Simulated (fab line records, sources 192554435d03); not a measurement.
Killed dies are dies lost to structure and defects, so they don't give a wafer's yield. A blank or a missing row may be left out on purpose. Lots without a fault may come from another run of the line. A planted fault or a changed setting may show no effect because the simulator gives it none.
fab line records | flow n5_finfet | part 1 of 2: steps 1 to 19 of 28
record lots=5 wafers=15 last_day=17
route steps=1938 shown BEOL_M3@973
lots that met no fault: from a run of the same line without faults
start_h: hours from the record's first day to the start of the lot's first wafer shown | wait_h: hours since the lot's step before | " the same as in the row above | L1.1+2: a row that stands for several wafers | - no value, or no start given | * or withheld: withheld | < > ~ a bound
route shown NAME@n: a module of which the file shows steps, and the number in the route of the first | usual: mean/standard deviation of fault-free wafers | same: alike in all rows | chamber/n: place in a boat | sites: the reading at each site | _std_site: their standard deviation | _edge_site: outer sites' mean less inner sites' | radius_mm: how far each site lies from the wafer's centre | mask NAME#n: copy n | behind: the tool/chamber that last shaped the wafer | hold: why the lot was held/for how many hours/how that ended | device: the transistor (n, p or np) that didn't switch | end of line: the same wafers' tests at the end of the route | a step without rows: its recipe alone | killed: dies lost to structure and defects at the first sort, not the wafer's yield | map: a wafer's dies, x killed, . not, _ none there
set.NAME: the setting as run; set.NAME@STEP: as run at that earlier step | model.NAME: the simulator's own value behind a step, which no gauge read
lots at some steps of the route; a table a step, a row a wafer
services: from which hour (start_h, from the record's first day; less than 0 if before it) a tool's chamber was out of use, for how many hours, and why
## steps
# step N5_BEOL_M3_ETCHBACK_99
# recipe chemistry=CHF3 target=SiO2 target_depth_a=50 time_s=10.4 source_w=215 bias_w=47 Ar_flow_sccm=200 CHF3_flow_sccm=12 ion_energy_ev=100 pressure_mtorr=30
# usual bias_w=47.01/0.15 drypump_motor_current_A=5.6/0.42 oes_product_au=0.79/0.094 rf_vpp_V=240/5.9 showerhead_plenum_p_Torr=2.18/0.081 throttle_valve_pct=17.12/0.27
# columns lot.wafer tool chamber start_h wait_h bias_w drypump_motor_current_A oes_product_au rf_hours_counter_h rf_vpp_V showerhead_plenum_p_Torr throttle_valve_pct
L077.1 rie_diel-02 0 159.34 0.1 47.21 5.7 0.74 171 249 2.22 17.29
L077.2 " 2 " " 46.89 5.7 0.93 26 239 2.29 17.02
L077.5 " 1 " " 46.74 5.8 0.73 - 238 2.15 17.09
L083.1 rie_diel-06 3 228.32 0.9 46.76 5.1 0.92 24 230 2.12 17.03
L083.5 " 1 " " 47.09 5.2 0.80 - 248 2.25 17.24
L083.6 " 3 " " 46.88 5.1 0.93 - 228 2.12 17.04
L086.2 rie_diel-01 1 234.03 2.1 46.84 5.2 0.68 232 237 2.24 17.45
L086.5 " 1 " " 47.00 5.2 0.68 - 238 2.24 17.46
L086.6 " 0 " " 46.97 5.9 0.95 - 234 2.11 17.00
L087.1 rie_diel-06 1 236.77 1.7 46.80 5.3 0.80 90 248 2.25 17.24
L087.2 " 0 " " 46.93 5.5 0.90 27 253 2.11 16.90
L087.4 " 2 " " 47.15 6.2 0.68 232 238 2.18 16.80
L096.1 rie_diel-06 2 289.49 3.0 47.20 6.2 0.66 248 238 2.18 16.82
L096.4 " 0 " " 47.15 5.5 0.88 41 253 2.10 16.96
L096.6 " 2 " " 47.03 6.2 0.67 - 238 2.18 16.82
# step N5_BEOL_M3_ETCH_70
# recipe chemistry=N2/H2 target=SOC target_depth_a=800 overetch_a=160 mask_material=SiARC temp_c=40 time_s=120 ion_energy_ev=200 pressure_mtorr=30 source_w=840 bias_w=150 n2_flow_sccm=200 h2_flow_sccm=200
# usual bias_w=149.9/0.47 drypump_motor_current_A=5.7/0.42 oes_product_au=0.61/0.068 rf_vpp_V=524.8/2.8 showerhead_plenum_p_Torr=2.58/0.092 throttle_valve_pct=17.96/0.23
# columns lot.wafer tool chamber start_h wait_h bias_w drypump_motor_current_A oes_product_au rf_hours_counter_h rf_vpp_V showerhead_plenum_p_Torr throttle_valve_pct
L077.1 rie_diel-02 0 159.37 0.0 150.6 5.7 0.57 171 526.9 2.68 18.36
L077.2 " 2 " " 150.4 5.7 0.70 26 528.3 2.72 18.00
L077.5 " 1 " " 150.6 5.8 0.56 - 524.6 2.53 17.73
L083.1 rie_diel-06 3 228.37 0.0 149.7 5.1 0.69 24 522.0 2.51 17.76
L083.5 " 1 " " 150.1 5.2 0.61 - 527.5 2.66 18.00
L083.6 " 3 " " 149.2 5.1 0.69 - 523.6 2.51 17.77
L086.2 rie_diel-01 1 234.07 0.0 150.0 5.2 0.53 232 526.0 2.62 18.15
L086.5 " 1 " " 150.4 5.2 0.53 - 526.7 2.62 18.14
L086.6 " 0 " " 148.9 5.9 0.72 - 522.9 2.54 18.07
L087.1 rie_diel-06 1 236.81 0.0 150.0 5.2 0.60 90 527.6 2.66 18.00
L087.2 " 0 " " 150.1 5.5 0.67 27 521.0 2.48 17.70
L087.4 " 2 " " 150.3 6.2 0.51 233 526.5 2.62 17.79
L096.1 rie_diel-06 2 289.53 0.0 149.0 6.2 0.51 248 525.2 2.61 17.85
L096.4 " 0 " " 149.8 5.5 0.66 41 524.3 2.47 17.71
L096.6 " 2 " " 149.5 6.2 0.51 - 525.3 2.61 17.82
# step N5_BEOL_M3_STRIP_71
# recipe chemistry=N2/H2 temp_c=40 n2_flow_sccm=200 h2_flow_sccm=200 rf_frequency_hz=6e+07
# columns lot.wafer tool chamber start_h wait_h
L077.1+2+5 rie_diel-02 0,2,1 159.45 0.0
L083.1+5+6 rie_diel-06 3,1,3 228.49 0.1
L086.2+5+6 rie_diel-01 1,1,0 234.15 0.0
L087.1+2+4 rie_diel-06 1,0,2 236.89 0.0
L096.1+4+6 rie_diel-06 2,0,2 289.61 0.0
# step N5_BEOL_M3_STRIP_78
# recipe chemistry=N2/H2 temp_c=40 n2_flow_sccm=200 h2_flow_sccm=200 rf_frequency_hz=6e+07
# columns lot.wafer tool chamber start_h wait_h
L077.1+2+5 rie_diel-02 0,2,1 159.46 0.0
L083.1+5+6 rie_diel-06 3,1,3 228.51 0.0
L086.2+5+6 rie_diel-01 1,1,0 234.16 0.0
L087.1+2+4 rie_diel-06 1,0,2 236.90 0.0
L096.1+4+6 rie_diel-06 2,0,2 289.62 0.0
# step N5_BEOL_M3_VIA_ETCH_34
# recipe chemistry=C4F6/O2 target_depth_a=694 mask_material=SOC pressure_mtorr=15 ion_energy_ev=250 taper_deg=4 time_s=65.9 source_w=350 bias_w=170 Ar_flow_sccm=300 C4F6_flow_sccm=10 O2_flow_sccm=10
# usual bias_w=170.1/0.5 drypump_motor_current_A=5.6/0.43 oes_o_777_au=0.79/0.087 oes_product_au=0.79/0.094 rf_vpp_V=663/16 showerhead_plenum_p_Torr=2.87/0.1 throttle_valve_pct=30.9/0.34
# columns lot.wafer tool chamber start_h wait_h bias_w drypump_motor_current_A oes_o_777_au oes_product_au rf_hours_counter_h rf_vpp_V showerhead_plenum_p_Torr throttle_valve_pct
L077.1 rie_diel-02 0 159.47 0.0 170.9 5.6 0.73 0.74 171 692 2.93 30.8
L077.2 " 2 " " 171.0 5.7 0.94 0.92 26 661 3.02 31.0
L077.5 " 1 " " 170.3 5.8 0.74 0.73 - 656 2.84 30.8
L083.1 rie_diel-06 3 228.52 0.0 169.4 5.1 0.92 0.92 24 635 2.80 31.0
L083.5 " 1 " " 170.0 5.2 0.79 0.80 - 685 2.97 31.0
L083.6 " 3 " " 170.8 5.1 0.92 0.92 - 635 2.80 31.0
L086.2 rie_diel-01 1 234.17 0.0 169.3 5.2 0.67 0.68 232 654 2.95 31.3
L086.5 " 1 " " 169.7 5.2 0.67 0.68 - 655 2.95 31.3
L086.6 " 0 " " 169.8 5.9 0.93 0.94 - 650 2.79 30.8
L087.1 rie_diel-06 1 236.91 0.0 169.9 5.2 0.79 0.80 90 685 2.97 31.0
L087.2 " 0 " " 170.2 5.5 0.85 0.90 27 697 2.78 30.8
L087.4 " 2 " " 169.9 6.2 0.74 0.68 233 661 2.88 30.2
L096.1 rie_diel-06 2 289.63 0.0 170.3 6.2 0.73 0.66 248 661 2.87 30.2
L096.4 " 0 " " 170.0 5.5 0.83 0.88 41 697 2.78 30.8
L096.6 " 2 " " 170.8 6.2 0.73 0.67 - 660 2.87 30.2
# step N5_BEOL_M3_STRIP_83
# recipe chemistry=C4F6/O2 resist=SiARC rf_frequency_hz=6e+07
# columns lot.wafer tool chamber start_h wait_h
L077.1+2+5 rie_diel-02 0,2,1 159.52 0.0
L083.1+5+6 rie_diel-06 3,1,3 228.60 0.1
L086.2+5+6 rie_diel-01 1,1,0 234.22 0.0
L087.1+2+4 rie_diel-06 1,0,2 236.96 0.0
L096.1+4+6 rie_diel-06 2,0,2 289.68 0.0
# step N5_BEOL_M3_STRIP_36
# recipe chemistry=N2/H2 power_w=450 temp_c=40 pressure_mtorr=20 rf_frequency_hz=6e+07 overash_fraction=0.3 bias_power_w=7 h2_frac=0.5 n2_flow_sccm=200 h2_flow_sccm=200
# usual bias_power_w=6.999/0.023 drypump_motor_current_A=5.7/0.42 oes_product_au=0.79/0.097 rf_vpp_V=59.3/1.3 showerhead_plenum_p_Torr=2.57/0.092 throttle_valve_pct=23.88/0.29
# columns lot.wafer tool chamber start_h wait_h bias_power_w drypump_motor_current_A oes_product_au rf_hours_counter_h rf_vpp_V showerhead_plenum_p_Torr throttle_valve_pct
L077.1 rie_diel-02 0 159.53 0.0 7.026 5.7 0.75 171 58.6 2.67 24.37
L077.2 " 2 " " 6.970 5.7 0.94 26 58.4 2.71 24.19
L077.5 " 1 " " 7.023 5.8 0.73 - 58.6 2.53 23.49
L083.1 rie_diel-06 3 228.61 0.0 7.059 5.1 0.92 24 57.7 2.50 23.61
L083.5 " 1 " " 7.014 5.2 0.78 - 59.2 2.66 23.91
L083.6 " 3 " " 6.967 5.1 0.92 - 56.1 2.50 23.63
L086.2 rie_diel-01 1 234.23 0.0 6.985 5.2 0.67 232 58.9 2.62 24.03
L086.5 " 1 " " 7.002 5.2 0.67 - 60.1 2.62 24.05
L086.6 " 0 " " 6.996 5.9 0.95 - 60.4 2.53 24.18
L087.1 rie_diel-06 1 236.97 0.0 6.979 5.2 0.79 90 60.8 2.66 23.91
L087.2 " 0 " " 7.008 5.5 0.87 27 59.5 2.47 23.66
L087.4 " 2 " " 7.012 6.2 0.67 233 60.5 2.61 23.70
L096.1 rie_diel-06 2 289.69 0.0 6.976 6.2 0.67 248 60.2 2.61 23.74
L096.4 " 0 " " 7.022 5.5 0.86 41 58.2 2.47 23.63
L096.6 " 2 " " 6.980 6.2 0.67 - 60.4 2.61 23.71
# step N5_BEOL_M3_TRENCH_ETCH_37
# recipe chemistry=C4F6/O2 target_depth_a=555.55 target=SiOC time_s=29.2 ion_energy_ev=250 pressure_mtorr=30 source_w=355 bias_w=185 Ar_flow_sccm=300 C4F6_flow_sccm=10 O2_flow_sccm=10
# usual bias_w=184.9/0.54 drypump_motor_current_A=5.6/0.42 oes_o_777_au=0.79/0.085 oes_product_au=0.79/0.094 rf_vpp_V=662/16 showerhead_plenum_p_Torr=2.88/0.1 throttle_valve_pct=20.92/0.28
# columns lot.wafer tool chamber start_h wait_h bias_w drypump_motor_current_A oes_o_777_au oes_product_au rf_hours_counter_h rf_vpp_V showerhead_plenum_p_Torr throttle_valve_pct
L077.1 rie_diel-02 0 - - 184.0 5.7 0.73 0.75 171 692 2.93 21.03
L077.2 " 2 " " 184.5 5.7 0.95 0.93 26 661 3.02 20.90
L077.5 " 1 " " 184.5 5.8 0.74 0.74 - 656 2.84 20.85
L083.1 rie_diel-06 3 - - 185.2 5.1 0.91 0.93 24 635 2.81 20.89
L083.5 " 1 " " 184.6 5.3 0.79 0.81 - 684 2.98 21.07
L083.6 " 3 " " 185.4 5.1 0.92 0.92 - 635 2.81 20.88
L086.2 rie_diel-01 1 - - 185.0 5.2 0.68 0.68 232 653 2.96 21.25
L086.5 " 1 " " 185.0 5.2 0.67 0.68 - 654 2.96 21.25
L086.6 " 0 " " 185.2 5.9 0.91 0.94 - 650 2.79 20.83
L087.1 rie_diel-06 1 - - 184.5 5.3 0.78 0.80 90 684 2.97 21.06
L087.2 " 0 " " 183.9 5.5 0.84 0.90 27 698 2.79 20.76
L087.4 " 2 " " 185.9 6.2 0.75 0.68 233 660 2.88 20.48
L096.1 rie_diel-06 2 - - 184.8 6.2 0.73 0.67 248 660 2.88 20.51
L096.4 " 0 " " 184.8 5.5 0.82 0.89 41 698 2.78 20.78
L096.6 " 2 " " 185.1 6.2 0.73 0.67 - 661 2.88 20.51
# step N5_BEOL_M3_ETCH_41
# recipe chemistry=CH3F/O2 target=SiCN target_depth_a=299 taper_deg=2 time_s=52.5 ion_energy_ev=120 mask_material=TiN pressure_mtorr=30 source_w=395 bias_w=75 Ar_flow_sccm=150 CH3F_flow_sccm=30 O2_flow_sccm=20
# usual bias_w=74.99/0.23 drypump_motor_current_A=5.6/0.42 oes_product_au=0.79/0.094 rf_vpp_V=297.7/1.6 showerhead_plenum_p_Torr=2.02/0.075 throttle_valve_pct=16.37/0.26
# columns lot.wafer tool chamber start_h wait_h bias_w drypump_motor_current_A oes_product_au rf_hours_counter_h rf_vpp_V showerhead_plenum_p_Torr throttle_valve_pct
L077.1 rie_diel-02 0 - - 75.23 5.7 0.73 171 299.0 2.06 16.54
L077.2 " 2 " " 75.08 5.7 0.93 26 300.0 2.13 16.25
L077.5 " 1 " " 74.96 5.8 0.73 - 298.3 2.00 16.33
L083.1 rie_diel-06 3 - - 74.76 5.1 0.93 24 297.5 1.97 16.23
L083.5 " 1 " " 75.12 5.3 0.80 - 300.1 2.10 16.49
L083.6 " 3 " " 74.90 5.1 0.92 - 296.4 1.97 16.24
L086.2 rie_diel-01 1 - - 75.21 5.2 0.68 232 298.3 2.08 16.68
L086.5 " 1 " " 75.43 5.2 0.67 - 298.3 2.08 16.66
L086.6 " 0 " " 74.96 5.9 0.93 - 296.2 1.96 16.23
L087.1 rie_diel-06 1 - - 75.02 5.2 0.80 90 299.5 2.10 16.53
L087.2 " 0 " " 75.15 5.5 0.91 27 294.8 1.96 16.16
L087.4 " 2 " " 75.21 6.2 0.68 233 299.1 2.04 16.11
L096.1 rie_diel-06 2 - - 75.15 6.2 0.67 248 298.0 2.03 16.14
L096.4 " 0 " " 74.95 5.5 0.89 41 296.2 1.95 16.17
L096.6 " 2 " " 74.82 6.2 0.66 - 297.7 2.03 16.13
# step N5_BEOL_M3_STRIP_97
# recipe chemistry=N2/H2 time_s=10 power_w=450 temp_c=40 pressure_mtorr=20 rf_frequency_hz=6e+07 bias_power_w=7 n2_flow_sccm=200 h2_flow_sccm=200
# usual bias_power_w=6.999/0.021 drypump_motor_current_A=5.6/0.42 oes_product_au=0.79/0.096 rf_vpp_V=59.3/0.83 showerhead_plenum_p_Torr=2.57/0.092 throttle_valve_pct=23.88/0.29
# columns lot.wafer tool chamber start_h wait_h bias_power_w drypump_motor_current_A oes_product_au rf_hours_counter_h rf_vpp_V showerhead_plenum_p_Torr throttle_valve_pct
L077.1 rie_diel-02 0 - - 7.006 5.7 0.74 171 59.4 2.67 24.32
L077.2 " 2 " " 6.991 5.7 0.93 26 60.3 2.71 24.22
L077.5 " 1 " " 6.970 5.8 0.73 - 59.5 2.53 23.48
L083.1 rie_diel-06 3 - - 6.997 5.1 0.92 24 57.8 2.50 23.64
L083.5 " 1 " " 6.995 5.2 0.79 - 59.5 2.66 23.91
L083.6 " 3 " " 7.001 5.1 0.93 - 58.3 2.50 23.63
L086.2 rie_diel-01 1 - - 7.019 5.2 0.67 232 58.6 2.62 24.01
L086.5 " 1 " " 7.016 5.2 0.67 - 60.2 2.62 24.03
L086.6 " 0 " " 6.988 5.9 0.95 - 58.3 2.53 24.18
L087.1 rie_diel-06 1 - - 7.001 5.2 0.79 90 59.8 2.66 23.94
L087.2 " 0 " " 7.023 5.5 0.87 27 58.2 2.47 23.66
L087.4 " 2 " " 7.012 6.2 0.67 233 59.0 2.61 23.72
L096.1 rie_diel-06 2 - - 6.989 6.2 0.66 248 61.4 2.61 23.72
L096.4 " 0 " " 7.011 5.5 0.86 41 58.5 2.47 23.67
L096.6 " 2 " " 6.988 6.2 0.66 - 60.2 2.61 23.74
# step N5_BEOL_M3_OCD_MEAS_38
# usual trench_depth_nm=55.7/1
# columns lot.wafer tool chamber start_h wait_h trench_depth_nm
L077.1 ocd-02 - 159.73 - 56.2
L077.2 " - " " 57.5
L077.5 " - " " 57.2
L083.1 ocd-02 - 228.89 - 57.7
L083.5 " - " " 56.6
L083.6 " - " " 56.1
L086.2 ocd-01 - 234.42 - 55.2
L086.5 " - " " 54.2
L086.6 " - " " 55.2
L087.1 ocd-01 - 237.16 - 55.9
L087.2 " - " " 57.1
L087.4 " - " " 55.9
L096.1 ocd-02 - 289.88 - 56.2
L096.4 " - " " 58.4
L096.6 " - " " 56.7
# step N5_BEOL_M3_HM_STRIP_39
# recipe chemistry=peroxide_tin_strip material=TiN target_depth_a=250 temp_c=50 time_s=158
# columns lot.wafer tool chamber start_h wait_h
L077.1+2+5 wet_bench-06 2,1,4 159.76 0.0
L083.1+5+6 wet_bench-04 0,1,7 228.92 0.0
L086.2+5+6 wet_bench-06 1,5,2 234.45 0.0
L087.1+2+4 wet_bench-04 1,3,4 237.20 0.0
L096.1+4+6 wet_bench-01 2,7,1 289.91 0.0
# step N5_BEOL_M3_SRD_40
# recipe time_s=30 temp_c=23 rinse_liquid=diw dry=ipa_marangoni
# columns lot.wafer tool chamber start_h wait_h
L077.1+2+5 wet_bench-06 2,1,4 159.81 0.0
L083.1+5+6 wet_bench-04 0,1,7 228.97 0.0
L086.2+5+6 wet_bench-06 1,5,2 234.50 0.0
L087.1+2+4 wet_bench-04 1,3,4 237.24 0.0
L096.1+4+6 wet_bench-01 2,7,1 289.96 0.0
# step N5_BEOL_M3_PRECLEAN_42
# recipe chemistry=residue_remover time_s=60 temp_c=40
# columns lot.wafer tool chamber start_h wait_h
L077.1+2+5 wet_bench-06 2,1,4 159.82 0.0
L083.1+5+6 wet_bench-04 0,1,7 228.99 0.0
L086.2+5+6 wet_bench-06 1,5,2 234.52 0.0
L087.1+2+4 wet_bench-04 1,3,4 237.26 0.0
L096.1+4+6 wet_bench-01 2,7,1 289.98 0.0
# step N5_BEOL_M3_SRD_43
# recipe time_s=30 temp_c=23 rinse_liquid=diw dry=ipa_marangoni
# columns lot.wafer tool chamber start_h wait_h
L077.1+2+5 wet_bench-06 2,1,4 159.84 0.0
L083.1+5+6 wet_bench-04 0,1,7 229.01 0.0
L086.2+5+6 wet_bench-06 1,5,2 234.53 0.0
L087.1+2+4 wet_bench-04 1,3,4 237.28 0.0
L096.1+4+6 wet_bench-01 2,7,1 289.99 0.0
# step N5_BEOL_M3_CD_MEAS_35
# recipe target_cd_nm=18 target_cd_y_nm=21 polarity=opening
# usual cd_nm=18.3/0.39
# columns lot.wafer tool chamber start_h wait_h cd_nm
L077.1 cd_sem-02 - 159.88 0.0 18.5
L077.2 " - " " 18.2
L077.5 " - " " 19.0
L083.1 cd_sem-03 - 229.05 0.0 18.0
L083.5 " - " " 17.9
L083.6 " - " " 18.2
L086.2 cd_sem-02 - 234.58 0.0 18.0
L086.5 " - " " 18.3
L086.6 " - " " 18.2
L087.1 cd_sem-01 - 237.32 0.0 17.9
L087.2 " - " " 18.4
L087.4 " - " " 18.1
L096.1 cd_sem-03 - 290.03 0.0 17.9
L096.4 " - " " 18.4
L096.6 " - " " 17.9
# step N5_BEOL_M3_DEGAS_44
# recipe ambient=vacuum temp_c=250 time_s=60
# usual heater_power_w=355/58
# columns lot.wafer tool chamber start_h wait_h heater_power_w
L077.1 pvd_sputter-02 - 161.65 1.8 460
L077.2 " - " " 279
L077.5 " - " " 275
L083.1 pvd_sputter-03 - 229.09 0.0 418
L083.5 " - " " 267
L083.6 " - " " 384
L086.2 pvd_sputter-03 - 234.91 0.3 338
L086.5 " - " " 381
L086.6 " - " " 267
L087.1 pvd_sputter-02 - 237.61 0.3 323
L087.2 " - " " 462
L087.4 " - " " 282
L096.1 pvd_sputter-01 - 290.26 0.2 345
L096.4 " - " " 356
L096.6 " - " " 370
# step N5_BEOL_M3_PRE_CLEAN_45
# recipe gas=H2/He time_s=30 temp_c=250
# usual heater_power_w=356/59
# columns lot.wafer tool chamber start_h wait_h heater_power_w
L077.1 pvd_sputter-02 - 161.69 0.0 465
L077.2 " - " " 276
L077.5 " - " " 274
L083.1 pvd_sputter-03 - 229.13 0.0 409
L083.5 " - " " 263
L083.6 " - " " 388
L086.2 pvd_sputter-03 - 234.95 0.0 338
L086.5 " - " " 374
L086.6 " - " " 270
L087.1 pvd_sputter-02 - 237.65 0.0 317
L087.2 " - " " 454
L087.4 " - " " 284
L096.1 pvd_sputter-01 - 290.30 0.0 342
L096.4 " - " " 349
L096.6 " - " " 366
# step N5_BEOL_M3_ALD_84
# recipe material=TaN target_thk_a=* temp_c=275 ald_precursor_family=PDMAT ald_co_reactant=NH3 pressure_torr=3 carrier_flow_sccm=1500 pulse_time_s=2 purge_time_s=3 co_reactant_purge_time_s=2 co_reactant_pulse_time_s=3 ald_cycles=30 precursor_vessel_temp_c=75 precursor_vessel_pressure_torr=26.25 precursor_vessel_carrier_sccm=1000
# usual heater_power_w=419/36 precursor_vessel_temp_c=75.00/0.12
# same ald_cycles=30
# columns lot.wafer tool chamber start_h wait_h heater_power_w precursor_vessel_temp_c
L077.1 ald_metal-01 3 161.75 0.0 422 75.07
L077.2 " 1 " " 459 74.83
L077.5 " 1 " " 462 75.05
L083.1 ald_metal-01 2 229.21 0.1 432 75.02
L083.5 " 1 " " 459 75.13
L083.6 " 2 " " 416 75.19
L086.2 ald_metal-03 3 235.02 0.0 405 74.85
L086.5 " 0 " " 482 74.86
L086.6 " 3 " " 392 74.78
L087.1 ald_metal-02 0 237.73 0.1 346 75.11
L087.2 " 1 " " 402 74.93
L087.4 " 2 " " 416 74.99
L096.1 ald_metal-01 1 290.50 0.2 466 75.11
L096.4 " 0 " " 389 75.13
L096.6 " 0 " " 379 74.90
